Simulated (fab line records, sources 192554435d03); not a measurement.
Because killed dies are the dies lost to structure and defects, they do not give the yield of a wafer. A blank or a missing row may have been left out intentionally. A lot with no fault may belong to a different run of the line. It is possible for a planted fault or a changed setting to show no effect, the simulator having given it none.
fab line records	flow n5-finfet
record lots=7	wafers=21
route steps=1938 shown BEOL_M6@1204 BEOL_M8@1350
start-h: hours from the record's opening day to when the first of the lot's shown wafers began	wait-h: time in hours since the lot's previous step	" identical to the entry in the row above	L1.1+2: a single row standing in for several wafers	- no value, or no start was given	* or withheld: withheld	< > ~ a bound
route shown NAME@n: NAME is a module with steps in the file, n the number in the route of the first one	usual: mean/standard deviation taken from wafers without a fault	same: alike in all rows	chamber/n: place in a boat	sites: per-site readings	_std_site: standard deviation across them	_edge_site: mean of outer sites minus mean of inner sites	radius-mm: for every site, how far away it sits from the centre of the wafer	mask NAME#n: copy n	behind: the tool/chamber that last shaped the wafer	hold: the reason the lot was held/the length of the hold in hours/how it ended	device: which transistor (n, p or np) failed to switch	end of line: tests run on the same wafers once the route is complete	a step without rows: its recipe alone	killed: count of dies lost to structure and defects at first sort (not the wafer's yield)	map: a wafer's dies, x killed, . not, _ none there
set.NAME: the setting as run; set.NAME@STEP: as run at that earlier step	model.NAME: the simulator's own value behind a step, which no gauge read
lots whose settings were changed on purpose; a table a step, a row a wafer
## steps
# step N5_BEOL_M6_EXPOSE_08
# recipe mask-id=M6	na=1.35	source-shape=dipole	sigma-inner=0.817	sigma-outer=0.97	polarization=te	dose-mj=68.25
lot.wafer	tool	chamber	start-h	wait-h	mask	set.dose-mj
L078.1+4+6	arfi-scanner-01	0	215.20	-	M6#0	68.25
L083.1+2+4	arfi-scanner-01	0	250.43	-	M6#0	68.25
L090.1	arfi-scanner-01	0	292.50	-	M6#0	63.63
L090.2+5	"	0	"	"	M6#0	68.25
L089.3	arfi-scanner-01	0	292.78	-	M6#0	66.51
L089.4+6	"	0	"	"	M6#0	68.25
L092.2+5+6	arfi-scanner-02	0	299.81	-	M6#0	68.25
L096.3+4	arfi-scanner-03	0	321.40	-	M6#0	69.61
L096.6	"	0	"	"	M6#0	68.25
L097.2+3+4	arfi-scanner-03	0	325.47	-	M6#0	68.25
# step N5_BEOL_M6_PEB_09
# recipe peb-temp-c=withheld	peb-time-s=60	resist=CAR-ArF
# step N5_BEOL_M6_DEVELOP_10
# recipe develop-time-s=30	developer=TMAH	resist=CAR-ArF	rinse-liquid=diw	dry=air-spin	dev-temp-c=23
# step N5_BEOL_M6_CD_MEAS_11
# recipe target-cd-nm=38.5	landing-energy-ev=500	detector=se-inlens	polarity=opening
# usual cd-nm=38.7/0.44
lot.wafer	tool	chamber	start-h	wait-h	set.dose-mj@BEOL_M6_EXPOSE_08	cd-nm
L078.1	cd-sem-02	0	215.33	-	68.25	39.0
L078.4	"	0	"	"	68.25	38.5
L078.6	"	0	"	"	68.25	38.5
L083.1	cd-sem-01	0	250.56	-	68.25	38.4
L083.2	"	0	"	"	68.25	38.7
L083.4	"	0	"	"	68.25	38.6
L090.1	cd-sem-02	0	292.63	-	63.63	35.3
L090.2	"	0	"	"	68.25	38.5
L090.5	"	0	"	"	68.25	38.1
L089.3	cd-sem-03	0	292.90	-	66.51	38.5
L089.4	"	0	"	"	68.25	38.8
L089.6	"	0	"	"	68.25	38.8
L092.2	cd-sem-02	0	299.93	-	68.25	38.2
L092.5	"	0	"	"	68.25	39.2
L092.6	"	0	"	"	68.25	38.6
L096.3	cd-sem-03	0	321.52	-	69.61	39.8
L096.4	"	0	"	"	69.61	40.0
L096.6	"	0	"	"	68.25	39.2
L097.2	cd-sem-01	0	325.59	-	68.25	38.6
L097.3	"	0	"	"	68.25	39.2
L097.4	"	0	"	"	68.25	38.6
# step N5_BEOL_M6_DESCUM_16
# recipe chemistry=O2	time-s=7.9	source-power-w=50	bias-power-w=20	pressure-mtorr=20	rf-frequency-hz=2.712e+07	temp-c=40	resist=CAR-ArF	o2-flow-sccm=225
# step N5_BEOL_M6_ETCH_61
# recipe chemistry=CF4	target=SiARC	target-depth-a=455	mask-material=CAR-ArF	time-s=75.8	ion-energy-ev=80	pressure-mtorr=40	source-w=545	bias-w=36	Ar_flow_sccm=100	cf4-flow-sccm=100	ends=cleared
lot.wafer	tool	chamber	start-h	wait-h	set.dose-mj@BEOL_M6_EXPOSE_08	model.BEOL_M6.cd-offset-nm
L078.1	rie-diel-03	1	215.45	0.0	68.25	0.2
L078.4	"	3	"	"	68.25	-0.2
L078.6	"	1	"	"	68.25	0
L083.1	rie-diel-06	1	250.94	0.0	68.25	-0.2
L083.2	"	2	"	"	68.25	0.6
L083.4	"	0	"	"	68.25	0.4
L090.1	rie-diel-06	0	292.76	0.0	63.63	-2.8
L090.2+5	"	3,2	"	"	68.25	0.2
L089.3	rie-diel-02	3	293.02	0.0	66.51	0.2
L089.4	"	2	"	"	68.25	0.2
L089.6	"	3	"	"	68.25	0.4
L092.2	rie-diel-02	2	300.92	0.0	68.25	0
L092.5+6	"	1,0	"	"	68.25	0.8
L096.3	rie-diel-03	3	321.64	0.0	69.61	1.2
L096.4	"	0	"	"	69.61	1.6
L096.6	"	3	"	"	68.25	1
L097.2	rie-diel-02	2	325.71	0.0	68.25	0.4
L097.3	"	1	"	"	68.25	0.2
L097.4	"	0	"	"	68.25	0.8
# step N5_BEOL_M6_ETCH_62
# recipe chemistry=N2/H2	target=SOC	target-depth-a=1100	overetch-a=220	mask-material=SiARC	temp-c=40	time-s=165	ion-energy-ev=200	pressure-mtorr=30	source-w=840	bias-w=150	n2-flow-sccm=200	h2-flow-sccm=200
lot.wafer	tool	chamber	start-h	wait-h	set.dose-mj@BEOL_M6_EXPOSE_08	model.BEOL_M6.cd-offset-nm
L078.1	rie-diel-03	1	215.51	0.0	68.25	0
L078.4	"	3	"	"	68.25	-0.6
L078.6	"	1	"	"	68.25	-0.4
L083.1	rie-diel-06	1	251.00	0.0	68.25	-0.6
L083.2	"	2	"	"	68.25	0.2
L083.4	"	0	"	"	68.25	-0.2
L090.1	rie-diel-06	0	292.81	0.0	63.63	-3
L090.2	"	3	"	"	68.25	0.6
L090.5	"	2	"	"	68.25	0.2
L089.3	rie-diel-02	3	293.07	0.0	66.51	-0.2
L089.4+6	"	2,3	"	"	68.25	0.2
L092.2	rie-diel-02	2	300.97	0.0	68.25	0.4
L092.5	"	1	"	"	68.25	0.8
L092.6	"	0	"	"	68.25	0.6
L096.3	rie-diel-03	3	321.70	0.0	69.61	0.8
L096.4	"	0	"	"	69.61	1.6
L096.6	"	3	"	"	68.25	0.8
L097.2+4	rie-diel-02	2,0	325.77	0.0	68.25	0.8
L097.3	"	1	"	"	68.25	0.4
# step N5_BEOL_M6_STRIP_68
# recipe chemistry=N2/H2	temp-c=40	n2-flow-sccm=200	h2-flow-sccm=200	rf-frequency-hz=6e+07
# step N5_BEOL_M6_STRIP_67
# recipe chemistry=CF4	resist=SiARC	power-w=300	bias-power-w=75	pressure-mtorr=50	cf4-flow-sccm=150	rf-frequency-hz=6e+07
# step N5_BEOL_M6_HM_OPEN_17
# recipe chemistry=Cl2/BCl3	target-depth-a=200	overetch-a=60	target=TiN	mask-material=SOC	ion-energy-ev=150	pressure-mtorr=10	icp-w=1000	bias-w=126	Cl2_flow_sccm=53.25	bcl3-flow-sccm=21.75	Ar_flow_sccm=25
lot.wafer	tool	chamber	start-h	wait-h	set.dose-mj@BEOL_M6_EXPOSE_08	model.BEOL_M6.cd-offset-nm
L078.1	rie-metal-01	1	215.70	0.0	68.25	-0.2
L078.4	"	1	"	"	68.25	-0.8
L078.6	"	1	"	"	68.25	-0.6
L083.1	rie-metal-01	1	251.18	0.0	68.25	-0.4
L083.2	"	0	"	"	68.25	0.2
L083.4	"	1	"	"	68.25	0
L090.1	rie-metal-02	0	293.00	0.0	63.63	-2.8
L090.2	"	0	"	"	68.25	0.8
L090.5	"	0	"	"	68.25	0.2
L089.3	rie-metal-03	0	293.29	0.1	66.51	-0.2
L089.4+6	"	1,0	"	"	68.25	0.2
L092.2	rie-metal-01	1	301.16	0.0	68.25	0.6
L092.5	"	1	"	"	68.25	1
L092.6	"	0	"	"	68.25	0.8
L096.3	rie-metal-03	0	321.91	0.1	69.61	1
L096.4	"	1	"	"	69.61	1.4
L096.6	"	0	"	"	68.25	1
L097.2	rie-metal-02	1	325.96	0.0	68.25	0.8
L097.3	"	0	"	"	68.25	0.4
L097.4	"	1	"	"	68.25	1
# step N5_BEOL_M6_TRENCH_ETCH_37
# recipe chemistry=C4F6/O2	target-depth-a=944.35	target=SiCOH_lowk	time-s=31.5	ion-energy-ev=250	pressure-mtorr=30	source-w=345	bias-w=185	Ar_flow_sccm=300	C4F6_flow_sccm=10	O2_flow_sccm=10
lot.wafer	tool	chamber	start-h	wait-h	set.time-s	model.BEOL_M6.feature-depth-nm	model.etch.depth-nm
L078.1	rie-diel-06	2	-	-	31.5	97.6	97.68
L078.4	"	3	"	"	31.5	100.2	100.2
L078.6	"	2	"	"	31.5	97.2	97.2
L083.1	rie-diel-06	0	-	-	36.78	109.6	109.6
L083.2	"	2	"	"	31.5	96	95.9
L083.4	"	1	"	"	36.78	110.4	110.5
L090.1	rie-diel-02	2	-	-	35.9	113	112.9
L090.2	"	0	"	"	31.5	95.6	95.54
L090.5	"	2	"	"	35.9	113.6	113.5
L089.3	rie-diel-06	1	-	-	31.5	93.4	93.39
L089.4	"	3	"	"	31.5	98.2	98.25
L089.6	"	2	"	"	31.5	95.8	95.75
L092.2	rie-diel-06	0	-	-	31.5	93	93.1
L092.5	"	0	"	"	31.5	93	92.91
L092.6	"	1	"	"	31.5	93.8	93.8
L096.3	rie-diel-06	3	-	-	31.5	99.8	99.82
L096.4	"	0	"	"	31.5	94.6	94.58
L096.6	"	0	"	"	31.5	93.8	93.88
L097.2	rie-diel-06	3	-	-	31.5	99.2	99.2
L097.3	"	1	"	"	31.5	93.6	93.65
L097.4	"	2	"	"	27.86	85	84.9
# step N5_BEOL_M6_ETCH_41
# recipe chemistry=CH3F/O2	target=SiCN	target-depth-a=297	taper-deg=2	time-s=52	ion-energy-ev=120	mask-material=TiN	pressure-mtorr=30	source-w=395	bias-w=75	Ar_flow_sccm=150	CH3F_flow_sccm=30	O2_flow_sccm=20
# step N5_BEOL_M6_STRIP_80
# recipe chemistry=N2/H2	time-s=10	power-w=450	temp-c=40	pressure-mtorr=20	rf-frequency-hz=6e+07	bias-power-w=7	n2-flow-sccm=200	h2-flow-sccm=200
# step N5_BEOL_M6_OCD_MEAS_38
# usual trench-depth-nm=95.5/1.9
lot.wafer	tool	chamber	start-h	wait-h	set.time-s@BEOL_M6_TRENCH_ETCH_37	trench-depth-nm
L078.1	ocd-02	-	216.86	-	31.5	97.8
L078.4	"	-	"	"	31.5	100.3
L078.6	"	-	"	"	31.5	97.5
L083.1	ocd-02	-	252.42	-	36.78	110.0
L083.2	"	-	"	"	31.5	96.1
L083.4	"	-	"	"	36.78	109.9
L090.1	ocd-01	-	295.05	-	35.9	113.1
L090.2	"	-	"	"	31.5	95.4
L090.5	"	-	"	"	35.9	113.7
L089.3	ocd-01	-	296.04	-	31.5	94.0
L089.4	"	-	"	"	31.5	98.3
L089.6	"	-	"	"	31.5	95.6
L092.2	ocd-02	-	303.48	-	31.5	93.2
L092.5	"	-	"	"	31.5	93.1
L092.6	"	-	"	"	31.5	93.9
L096.3	ocd-01	-	323.08	-	31.5	99.7
L096.4	"	-	"	"	31.5	94.4
L096.6	"	-	"	"	31.5	94.0
L097.2	ocd-02	-	327.07	-	31.5	99.5
L097.3	"	-	"	"	31.5	93.6
L097.4	"	-	"	"	27.86	84.9
# step N5_BEOL_M6_HM_STRIP_39
# recipe chemistry=peroxide-tin-strip	material=TiN	target-depth-a=250	temp-c=50	time-s=158
# step N5_BEOL_M6_SRD_40
# recipe time-s=30	temp-c=23	rinse-liquid=diw	dry=ipa-marangoni
# step N5_BEOL_M6_PRECLEAN_42
# recipe chemistry=residue-remover	time-s=60	temp-c=40
# step N5_BEOL_M6_SRD_43
# recipe time-s=30	temp-c=23	rinse-liquid=diw	dry=ipa-marangoni
# step N5_BEOL_M6_CD_MEAS_35
# recipe target-cd-nm=40	target-cd-y-nm=28	polarity=opening
# usual cd-nm=40.3/0.57
lot.wafer	tool	chamber	start-h	wait-h	set.dose-mj@BEOL_M6_EXPOSE_08	cd-nm
L078.1	cd-sem-01	-	217.02	0.0	68.25	39.9
L078.4	"	-	"	"	68.25	38.8
L078.6	"	-	"	"	68.25	39.4
L083.1	cd-sem-02	-	252.58	0.0	68.25	39.0
L083.2	"	-	"	"	68.25	40.2
L083.4	"	-	"	"	68.25	40.0
L090.1	cd-sem-01	-	295.21	0.0	63.63	37.0
L090.2	"	-	"	"	68.25	40.7
L090.5	"	-	"	"	68.25	40.2
L089.3	cd-sem-03	-	296.19	0.0	66.51	39.9
L089.4	"	-	"	"	68.25	40.1
L089.6	"	-	"	"	68.25	40.2
L092.2	cd-sem-01	-	303.64	0.0	68.25	40.5
L092.5	"	-	"	"	68.25	40.7
L092.6	"	-	"	"	68.25	40.6
L096.3	cd-sem-02	-	323.23	0.0	69.61	41.0
L096.4	"	-	"	"	69.61	41.0
L096.6	"	-	"	"	68.25	40.6
L097.2	cd-sem-03	-	327.22	0.0	68.25	40.7
L097.3	"	-	"	"	68.25	40.0
L097.4	"	-	"	"	68.25	40.1
# step N5_BEOL_M6_ALD_77
# recipe material=TaN	target-thk-a=20	temp-c=275	ald-precursor-family=PDMAT	ald-co-reactant=NH3	pressure-torr=3	carrier-flow-sccm=1500	pulse-time-s=2	purge-time-s=3	co-reactant-purge-time-s=2	co-reactant-pulse-time-s=3	ald-cycles=40	precursor-vessel-temp-c=75	precursor-vessel-pressure-torr=26.25	precursor-vessel-carrier-sccm=1000
lot.wafer	tool	chamber	start-h	wait-h	set.ald-cycles
L078.1+4+6	ald-metal-01	3,2,1	217.96	0.0	40
L083.1+4	ald-metal-01	2,0	253.42	0.1	40
L083.2	"	3	"	"	36
L090.1+5	ald-metal-01	3,0	296.28	0.0	40
L090.2	"	0	"	"	42
L089.3+4+6	ald-metal-04	3,1,1	296.86	0.1	40
L092.2+5+6	ald-metal-03	0,1,0	304.11	0.0	40
L096.3+4+6	ald-metal-01	3,2,3	325.26	0.1	40
L097.2+3	ald-metal-04	2,1	328.40	0.0	38
L097.4	"	0	"	"	40
# step N5_BEOL_M6_SURFACE_TREAT_79
# recipe gas=Ar	time-s=*	ion-energy-ev=*	ion-current-ma-cm2=0.5	pressure-mtorr=*	ar-flow-sccm=30
# step N5_BEOL_M6_CVD_78
# recipe material=Co	target-thk-a=20	temp-c=withheld	precursor=CCTBA/H2	pressure-torr=30	time-s=142.3
# step N5_BEOL_M6_ECD_50
# recipe material=Cu	target-thk-a=3000
# step N5_BEOL_M6_ANNEAL_51
# recipe temp-c=225	time-s=90	ambient=N2
# step N5_BEOL_M6_CMP_52
# recipe stop-on=SiCOH_lowk	t-overpolish-s=6.9	down-force-psi=1	platen-rpm=50	clearing-platen-down-force-psi=1.5	clearing-platen-rpm=50	post-cmp-clean=cu-alkaline	target-thk-nm=80	clearing-platen-pad-velocity-m-s=0.99484	pad-velocity-m-s=0.99484
lot.wafer	tool	chamber	start-h	wait-h	set.time-s@BEOL_M6_TRENCH_ETCH_37	model.Cu_of_BEOL_M6_ECD_50.thk-nm
L078.1	cmp-02	0	219.54	0.3	31.5	84
L078.4	"	1	"	"	31.5	84.8
L078.6	"	2	"	"	31.5	83
L083.2	cmp-02	2	255.98	0.3	31.5	81.4
L083.1	"	3	"	"	36.78	93.4
L083.4	"	0	"	"	36.78	96
L090.2	cmp-02	2	297.27	0.2	31.5	81.4
L090.1	"	1	"	"	35.9	97.8
L090.5	"	2	"	"	35.9	100
L089.3	cmp-01	2	299.79	0.2	31.5	79.6
L089.4	"	0	"	"	31.5	86.2
L089.6	"	1	"	"	31.5	82.8
L092.2	cmp-04	3	305.67	0.2	31.5	79.8
L092.5	"	3	"	"	31.5	78.8
L092.6	"	0	"	"	31.5	82
L096.4	cmp-02	0	326.54	0.1	31.5	81.8
L096.3	"	3	"	"	31.5	85.8
L096.6	"	0	"	"	31.5	80.4
L097.2	cmp-04	3	329.44	0.3	31.5	87
L097.3	"	0	"	"	31.5	81.4
L097.4	"	1	"	"	27.86	71.4
# step N5_BEOL_M6_THK_MEAS_53
# recipe thk-meas-gauge=xrf	reads=Cu_of_BEOL_M6_ECD_50
# usual M6_THK=84.3/2.3
lot.wafer	tool	chamber	start-h	wait-h	set.time-s@BEOL_M6_TRENCH_ETCH_37	M6_THK[nm]
L078.1	film-metro-01	-	219.76	-	31.5	86.6
L078.4	"	-	"	"	31.5	87.6
L078.6	"	-	"	"	31.5	85.3
L083.1	film-metro-01	-	256.28	-	36.78	95.4
L083.2	"	-	"	"	31.5	83.4
L083.4	"	-	"	"	36.78	98.4
L090.1	film-metro-01	-	297.56	-	35.9	100.8
L090.2	"	-	"	"	31.5	84.2
L090.5	"	-	"	"	35.9	103.2
L089.3	film-metro-02	-	300.05	-	31.5	81.8
L089.4	"	-	"	"	31.5	88.5
L089.6	"	-	"	"	31.5	85.3
L092.2	film-metro-02	-	305.97	-	31.5	82.9
L092.5	"	-	"	"	31.5	81.5
L092.6	"	-	"	"	31.5	84.7
L096.3	film-metro-01	-	326.83	-	31.5	89.4
L096.4	"	-	"	"	31.5	85.0
L096.6	"	-	"	"	31.5	83.8
L097.2	film-metro-02	-	329.70	-	31.5	90.2
L097.3	"	-	"	"	31.5	84.7
L097.4	"	-	"	"	27.86	74.2
# step N5_BEOL_M6_PRE_CLEAN_55
# recipe gas=NH3	time-s=15	temp-c=withheld	rf-power-w=300
# step N5_BEOL_M6_DEP_56
# recipe material=SiCN	target-thk-a=100	temp-c=withheld	precursor=3MS/NH3	pressure-torr=3	rf-w=202	time-s=17.5
# step N5_BEOL_M6_RS_MEAS_57
# recipe thk-meas-gauge=four-point-probe	reads=Cu_of_BEOL_M6_ECD_50+Co_of_BEOL_M6_CVD_78+TaN_of_BEOL_M6_ALD_77
# usual M6_RS=0.280/0.0083
lot.wafer	tool	chamber	start-h	wait-h	set.time-s@BEOL_M6_TRENCH_ETCH_37	M6_RS[ohm/sq]
L078.1	film-metro-01	-	219.89	0.1	31.5	0.270
L078.4	"	-	"	"	31.5	0.267
L078.6	"	-	"	"	31.5	0.274
L083.1	film-metro-02	-	256.41	0.1	36.78	0.239
L083.2	"	-	"	"	31.5	0.280
L083.4	"	-	"	"	36.78	0.232
L090.1	film-metro-01	-	297.69	0.1	35.9	0.227
L090.2	"	-	"	"	31.5	0.280
L090.5	"	-	"	"	35.9	0.221
L089.3	film-metro-01	-	300.18	0.1	31.5	0.289
L089.4	"	-	"	"	31.5	0.262
L089.6	"	-	"	"	31.5	0.275
L092.2	film-metro-01	-	306.10	0.1	31.5	0.287
L092.5	"	-	"	"	31.5	0.292
L092.6	"	-	"	"	31.5	0.278
L096.3	film-metro-01	-	326.96	0.1	31.5	0.263
L096.4	"	-	"	"	31.5	0.279
L096.6	"	-	"	"	31.5	0.284
L097.2	film-metro-01	-	329.85	0.1	31.5	0.260
L097.3	"	-	"	"	31.5	0.280
L097.4	"	-	"	"	27.86	0.327
# step N5_BEOL_M8_ETCH_62
# recipe chemistry=N2/H2	target=SOC	target-depth-a=1100	overetch-a=220	mask-material=SiARC	temp-c=40	time-s=165	ion-energy-ev=200	pressure-mtorr=30	source-w=840	bias-w=150	n2-flow-sccm=200	h2-flow-sccm=200
lot.wafer	tool	chamber	start-h	wait-h	set.time-s	model.SiARC_of_BEOL_M8_COAT_60.thk-nm
L078.1+4+6	rie-diel-06	2,1,1	230.48	0.0	165	28
L083.1	rie-diel-02	0	267.80	0.0	176.9	27.6
L083.2	"	3	"	"	165	28.4
L083.4	"	2	"	"	165	27.8
L090.1	rie-diel-02	3	309.88	0.0	165	28.6
L090.2	"	0	"	"	185.7	27.4
L090.5	"	2	"	"	185.7	27.2
L089.3+4	rie-diel-02	3,0	310.14	0.0	174.4	28
L089.6	"	1	"	"	174.4	27.8
L092.2	rie-diel-02	3	317.80	0.0	176.4	28
L092.5	"	2	"	"	176.4	27.6
L092.6	"	1	"	"	165	28.2
L096.3	rie-diel-03	1	340.55	0.0	165	28.2
L096.4	"	0	"	"	151	29
L096.6	"	1	"	"	151	28.8
L097.2	rie-diel-06	0	341.65	0.0	165	28.2
L097.3	"	1	"	"	144.9	29
L097.4	"	2	"	"	165	28
# step N5_BEOL_M8_STRIP_68
# recipe chemistry=N2/H2	temp-c=40	n2-flow-sccm=200	h2-flow-sccm=200	rf-frequency-hz=6e+07
# step N5_BEOL_M8_STRIP_67
# recipe chemistry=CF4	resist=SiARC	power-w=300	bias-power-w=75	pressure-mtorr=50	cf4-flow-sccm=150	rf-frequency-hz=6e+07
# step N5_BEOL_M8_HM_OPEN_17
# recipe chemistry=Cl2/BCl3	target-depth-a=200	overetch-a=60	target=TiN	mask-material=SOC	ion-energy-ev=150	pressure-mtorr=10	icp-w=1000	bias-w=126	Cl2_flow_sccm=53.25	bcl3-flow-sccm=21.75	Ar_flow_sccm=25
lot.wafer	tool	chamber	start-h	wait-h	set.time-s@BEOL_M8_ETCH_62	model.etch.depth-nm
L078.1	rie-metal-01	0	230.67	0.0	165	19.71
L078.4	"	0	"	"	165	19.75
L078.6	"	0	"	"	165	19.8
L083.1	rie-metal-02	0	267.99	0.0	176.9	18.25
L083.2	"	1	"	"	165	19.52
L083.4	"	1	"	"	165	19.81
L090.1	rie-metal-02	0	310.07	0.0	165	20.2
L090.2	"	0	"	"	185.7	17.99
L090.5	"	0	"	"	185.7	18.17
L089.3	rie-metal-02	0	310.39	0.1	174.4	18.96
L089.4	"	0	"	"	174.4	18.97
L089.6	"	0	"	"	174.4	19.03
L092.2	rie-metal-02	0	318.02	0.1	176.4	18.96
L092.5	"	0	"	"	176.4	19.1
L092.6	"	0	"	"	165	20.02
L096.3	rie-metal-02	0	340.77	0.1	165	19.76
L096.4	"	1	"	"	151	19.72
L096.6	"	1	"	"	151	19.77
L097.2	rie-metal-02	1	341.83	0.0	165	19.67
L097.3	"	0	"	"	144.9	19.7
L097.4	"	1	"	"	165	19.63
## key
split step=N5_BEOL_M6_EXPOSE_08	setting=dose-mj	stated=68.25	by=wafer
response step=N5_BEOL_M6_CD_MEAS_11	reading=cd-nm	change=+0.404	per=1%	r=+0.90
response step=N5_BEOL_M6_ETCH_61	reading=model.BEOL_M6.cd-offset-nm	change=+0.379	per=1%	r=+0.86
response step=N5_BEOL_M6_ETCH_62	reading=model.BEOL_M6.cd-offset-nm	change=+0.441	per=1%	r=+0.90
response step=N5_BEOL_M6_HM_OPEN_17	reading=model.BEOL_M6.cd-offset-nm	change=+0.422	per=1%	r=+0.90
response step=N5_BEOL_M6_CD_MEAS_35	reading=cd-nm	change=+0.444	per=1%	r=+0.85
split step=N5_BEOL_M6_TRENCH_ETCH_37	setting=time-s	stated=31.5	by=wafer
response step=N5_BEOL_M6_TRENCH_ETCH_37	reading=model.BEOL_M6.feature-depth-nm	change=+1.01	per=1%	r=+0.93
response step=N5_BEOL_M6_TRENCH_ETCH_37	reading=model.etch.depth-nm	change=+1.01	per=1%	r=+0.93
response step=N5_BEOL_M6_OCD_MEAS_38	reading=trench-depth-nm	change=+1.01	per=1%	r=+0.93
response step=N5_BEOL_M6_CMP_52	reading=model.Cu_of_BEOL_M6_ECD_50.thk-nm	change=+1.01	per=1%	r=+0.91
response step=N5_BEOL_M6_THK_MEAS_53	reading=M6_THK	change=+1.03	per=1%	r=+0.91
response step=N5_BEOL_M6_RS_MEAS_57	reading=M6_RS	change=-0.00359	per=1%	r=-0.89
split step=N5_BEOL_M6_ALD_77	setting=ald-cycles	stated=40	by=wafer
response none clear
split step=N5_BEOL_M8_ETCH_62	setting=time-s	stated=165	by=wafer
response step=N5_BEOL_M8_ETCH_62	reading=model.SiARC_of_BEOL_M8_COAT_60.thk-nm	change=-0.0829	per=1%	r=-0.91
response step=N5_BEOL_M8_HM_OPEN_17	reading=model.etch.depth-nm	shape=bent	at-lowest=19.7	at-stated=19.79	at-highest=18.08
